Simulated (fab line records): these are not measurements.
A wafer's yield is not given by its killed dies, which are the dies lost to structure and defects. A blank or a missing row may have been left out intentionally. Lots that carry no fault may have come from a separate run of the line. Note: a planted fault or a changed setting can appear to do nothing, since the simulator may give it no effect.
Struck lot and sound lot, side by side | flow n5-finfet | 40 out of 1938 route steps
Sound: these wafers, L279.1, L279.5, L279.6. Struck: wafer L282.6 (L282.1, L282.2, from the same lot, were not struck and are left out); the cause is given at the end.
Each step with rows lists, per side, the tool, then ch with its chambers, then its first start. Under that, the readings that differ: sound wafers | struck wafers | difference of the means | sigmas: that difference in standard deviations of wafers without a fault.
alike: readings with means less than 2 such deviations apart, plus words and numbers identical on both sides. not compared: withheld readings, readings lacking a value on some wafer, bounds such as >300 that could conceal the same value, and numbers that have no deviation in the record and whose values overlap.
Wherever a step has rows on one side only, a row that says differs or no value, or a row with sigmas, the two part there. Non-overlapping numbers with no deviation appear without sigmas and do not part them. A reading that every wafer of one side lacks parts them only if that side has two wafers or more.

first, 9 steps without rows for these wafers: N5_SD_EPI_N_DEVELOP_08 (develop time 30 s); N5_SD_EPI_N_DESCUM_14 (chemistry O2, time 7.9 s); N5_SD_EPI_N_ETCH_34 (etches SiARC in CF4, target depth 45.5 nm, time 75.8 s); N5_SD_EPI_N_ETCH_35 (etches SOC in N2/H2, overetch 108 nm, time 486 s); N5_SD_EPI_N_STRIP_36 (strips in N2/H2); N5_SD_EPI_N_ETCHBACK_44 (etches SiNx in CH3F/O2, stops on SiO2, target depth 14.5 nm); N5_SD_EPI_N_ETCH_45 (etches SiOCN in CH3F/O2, target depth 6 nm); N5_SD_EPI_N_ETCH_16 (etches SiO2 in CHF3/O2, target depth 5 nm); N5_SD_EPI_N_STRIP_47 (strips in CHF3/O2).
N5_SD_EPI_N_SD_RECESS_17: chemistry HBr/Cl2/O2, target depth 41 nm, time 23.7 s, bt time 3 s.
  sound on rie-si-04 ch 0,1,2, day 4 16:56; struck on rie-si-04 ch 1, day 5 08:04
  alike: drypump-motor-current-A, oes_o_777_au, oes-product-au, throttle-valve-pct
  not compared: rf-hours-counter-h
then, 11 steps without rows for these wafers: N5_SD_EPI_N_STRIP_38 (strips in N2/H2); N5_SD_EPI_N_WET_ETCH_43 (etches SiO2 in dHF, time 14 s, target depth 1.5 nm); N5_SD_EPI_N_STRIP_18 (strips in SPM, time 750 s); N5_SD_EPI_N_SRD_20 (time 30 s); N5_SD_EPI_N_PRECLEAN_48 (cleans in NF3:NH3, afs cycles 2, time 20 s, sublimation time 60 s); N5_SD_EPI_N_VAPOR_ETCH_50 (etches Si in HCl, time 54 s); N5_SD_EPI_N_EPI_21 (deposits Si:P, time 690 s); N5_SD_EPI_N_PRECLEAN_24 (cleans in O3/DIW, time 60 s); N5_SD_EPI_N_SRD_25 (time 30 s); N5_SD_EPI_N_PRECLEAN_49 (cleans in NF3:NH3, afs cycles 1, time 20 s, sublimation time 60 s); N5_SD_EPI_N_LINER_46 (material SiNx, target thk 3 nm).
N5_SD_EPI_N_INSPECT_26: inspects for defects (darkfield).
  struck on defect-inspect-01, day 5 11:32; sound on defect-inspect-01, day 4 20:57
  reading          | sound       | struck | difference | sigmas
  raw-defect-count | 251 173 239 | 569    | +348       | +7
then, 8 steps without rows for these wafers: N5_SD_EPI_P_COAT_34 (time 60 s, resist thk 350 nm); N5_SD_EPI_P_COAT_35 (time 60 s, resist thk 35 nm); N5_SD_EPI_P_COAT_03 (resist thk 150 nm); N5_SD_EPI_P_EBR_05; N5_SD_EPI_P_SOFTBAKE_04 (time 60 s); N5_SD_EPI_P_EXPOSE_06 (exposes mask SD P BLK, target cd 240 nm); N5_SD_EPI_P_PEB_07 (peb time 60 s); N5_SD_EPI_P_DEVELOP_08 (develop time 30 s).
N5_SD_EPI_P_INSPECT_11: inspects for defects (macro).
  struck on defect-inspect-02, day 5 11:52; sound on defect-inspect-02, day 4 21:24
  reading          | sound | struck | difference | sigmas
  raw-defect-count | 3 1 5 | >300   | differs    |
then, 5 steps without rows for these wafers: N5_SD_EPI_P_DESCUM_14 (chemistry O2, time 7.9 s); N5_SD_EPI_P_ETCH_36 (etches SiARC in CF4, target depth 45.5 nm, time 75.8 s); N5_SD_EPI_P_ETCH_37 (etches SOC in N2/H2, overetch 108 nm, time 486 s); N5_SD_EPI_P_STRIP_38 (strips in N2/H2); N5_SD_EPI_P_ETCHBACK_46 (etches SiNx in CH3F/O2, stops on SiO2, target depth 17.5 nm).
N5_SD_EPI_P_INSPECT_26: inspects for defects (darkfield).
  struck on defect-inspect-02, day 5 16:36; sound on defect-inspect-01, day 5 02:01
  reading          | sound       | struck | difference | sigmas
  raw-defect-count | 225 159 203 | 601    | +405       | +9
N5_SD_ACTIVATION_INSPECT_02: inspects for defects (darkfield).
  struck on defect-inspect-02, day 5 17:33; sound on defect-inspect-01, day 5 02:53
  reading          | sound       | struck | difference | sigmas
  raw-defect-count | 209 161 204 | 585    | +394       | +9
-- here the record skips 4 days between the struck wafers' starts before and after, leaving off in module SD_ACTIVATION and picking up in module BEOL_M4 (first step shown: number 1111 of the route) --
N5_BEOL_M4_RC_MEAS_101:
  sound on prober-01 ch 0, day 9 05:26; struck on prober-02 ch 0, day 10 05:01
  alike: DIBL_N, DIBL_P, IOFF_N, IOFF_P, ION_N, ION_P, SS_N, SS_P, VT_N, VT_P
-- record jumps: 4 days separate the struck wafers' starts on either side; left off in module BEOL_M4, taken up again in module PASSIVATION, whose first shown step is the route's number 1936 --
N5_PASSIVATION_PROBE_49:
  the record has rows for the struck wafers here (prober-01, day 14 05:44) and none for the sound ones

WHERE THEY PART
Last at N5_PASSIVATION_PROBE_49 as far as this record goes, first at N5_SD_EPI_N_INSPECT_26.

WHY: the cause the simulator had injected
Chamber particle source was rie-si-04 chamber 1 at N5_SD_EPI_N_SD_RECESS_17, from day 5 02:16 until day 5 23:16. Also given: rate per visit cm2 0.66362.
